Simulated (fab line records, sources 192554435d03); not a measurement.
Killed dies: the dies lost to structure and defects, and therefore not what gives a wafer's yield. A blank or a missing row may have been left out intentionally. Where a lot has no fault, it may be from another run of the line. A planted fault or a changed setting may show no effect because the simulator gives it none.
Code-filled problem report in 8D (eight disciplines) form	flow n5 finfet	the parts of the form that need people (team, actions taken, sign-off) are left out

== 1. WHAT WENT WRONG ==
killed_at_M4_up at N5_PASSIVATION_PROBE_49 reads a mean of 90 on 2 wafers of 2 lots; wafers without a fault read 14 with a standard deviation of 5.2. That is +15 standard deviations from the usual mean.
First observed at day 18 11:41: wafer L756.5, on prober-02. At this step, 6 wafers from 2 lots have a number in the record. By rule, "out" or "out of limits" means more than 4 standard deviations away from the usual mean. The other wafers with a number count as sound.

== 2. WHAT IT IS, WHAT IT ISN'T ==
question	is	is not
which readings at this step	killed_at_M4_up	killed_at_M0_to_M3, killed at contacts, killed at front end, killed at other, killed open, killed short, sort_bin_4_leakage, sort_bin_6_memory
which lots	L756, L761	-
which wafers of those lots	L756.5, L761.2	L756.2, L756.4, L761.4, L761.6
read on which tools	prober-02	-
when	from day 18 11:41	up to then (2 sound wafers); but 2 sound wafers of L761 came after

== 3. THE SUSPECTS, EACH WITH WHAT RULES IT OUT ==
Counting: if a tool at a process step up to the reading ran every lot that is out, it stays a suspect. Sound lots after the first of them don't rule it out here, since some wafers of a struck lot are sound.
- cvd co-01 at N5_BEOL_M11_CVD_75 (deposits Co from CCTBA/H2, target thk 2 nm, time 138.9 s): kept. It ran every lot that is out, first L756 (day 16 12:12).
- rie diel-01 at N5_PASSIVATION_STRIP_34 (strips in O2): kept. It ran every lot that is out, first L756 (day 18 07:01).
- prober-02 at N5_PASSIVATION_PROBE_49: kept. It ran every lot that is out, first L756 (day 18 11:32). Its own killed_at_M4_up readings are out on those wafers.
- rie diel-01, N5_PASSIVATION_STRIP_34: wafers that are out in chamber 2, sound lot-mates in chambers 0, 3.
After the count, these remain: cvd co-01 at N5_BEOL_M11_CVD_75, rie diel-01 at N5_PASSIVATION_STRIP_34 and prober-02 at N5_PASSIVATION_PROBE_49.

== 4. THE CAUSE (what the simulator had put in) ==
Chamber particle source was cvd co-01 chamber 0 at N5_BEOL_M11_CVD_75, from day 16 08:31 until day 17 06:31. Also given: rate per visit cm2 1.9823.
Counting leaves 3 suspects; this tool is one of them.

== 5. THE EFFECT CHAIN, in route order ==
Each row: a reading where the mean over the struck wafers with a number is more than 3 standard deviations away from the usual. Only readings whose record carries a usual standard deviation are examined. hours: median over the lots of the time between each lot's start at the first step of this table that gives one and its start at this step. sigmas: the change, counted in usual standard deviations.
hours	step	reading	usual	on struck wafers	change	sigmas
0	N5_PASSIVATION_PROBE_49	defect limited yield	91.4 %	85.9	-5.5	-3.9
0	N5_PASSIVATION_PROBE_49	killed_at_M4_up	14	90	+76	+15
0	N5_PASSIVATION_PROBE_49	killed dies	102	166	+64	+3.8
0	N5_PASSIVATION_PROBE_49	killed on rim	14	32	+18	+4.7
0	N5_PASSIVATION_PROBE_49	sort_bin_5_function	5.1 %	8.1	+3.0	+3.0
0	N5_PASSIVATION_PROBE_49	sort n pass	1076	1014	-62	-3.3
0	N5_PASSIVATION_PROBE_49	sort yield pct	91.2 %	85.9	-5.3	-3.3
Its process steps:
- N5_PASSIVATION_PROBE_49

== 6. HOW IT WOULD HAVE BEEN CAUGHT EARLIER ==
In this record no reading fell out of limits until day 18 11:41, 51 hours after the fault had begun at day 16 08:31.
By day 18 11:41 the whole set of lots that are out, 2 in number, had already begun N5_BEOL_M11_CVD_75 on cvd co-01. Had the tool been put on hold then, not one of them would have been saved.
